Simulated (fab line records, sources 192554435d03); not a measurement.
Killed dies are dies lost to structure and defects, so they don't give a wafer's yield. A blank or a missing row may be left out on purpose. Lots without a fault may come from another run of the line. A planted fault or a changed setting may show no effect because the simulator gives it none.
Chamber matching | flow n5_finfet | N5_PMOS_HMC_CHANNEL_EPI_ETCH_38 on rie_si-04: 4 sister chambers
The step etches SiO2 in CF4, target depth 1.5 nm. 4 wafers are shown with their chamber, then 10 later ones without.

WAFERS WITH THEIR CHAMBER
wafer  | chamber | drypump_motor_current_A (A)
L081.2 | 2       | 5.2
L087.5 | 1       | 6.4
L089.2 | 3       | 5.9
L089.3 | 0       | 6.0

WAFERS WITHOUT THEIR CHAMBER
wafer  | drypump_motor_current_A (A)
L089.6 | 5.9
L091.1 | 6.4
L091.4 | 5.9
L091.5 | 5.9
L094.1 | 6.5
L094.4 | 6.0
L094.5 | 5.9
L096.1 | 6.5
L096.2 | 5.9
L096.4 | 6.0

WHICH CHAMBER EACH WENT THROUGH
wafer  | from the rows above | in truth
L089.6 | 3                   | 3
L091.1 | 1                   | 1
L091.4 | 3                   | 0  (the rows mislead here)
L091.5 | 3                   | 3
L094.1 | 1                   | 1
L094.4 | 0                   | 0
L094.5 | 3                   | 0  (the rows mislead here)
L096.1 | 1                   | 1
L096.2 | 3                   | 3
L096.4 | 0                   | 0
Placed correctly: 8 of 10. Can't be placed from these rows: 0. Placed wrongly: 2.
How it was worked out, from the rows above alone: a wafer's distance from a chamber is the root of the sum, over the readings, of the square of ((its reading less the chamber's mean) divided by the reading's scatter). The wafer belongs to the nearest chamber; if the next one is less than 2 further off, it can't be placed. A chamber's mean is the mean of its shown wafers. The scatter: with one shown wafer a chamber, the root of the mean of the squares of how far each hidden wafer lies from its nearest shown one.
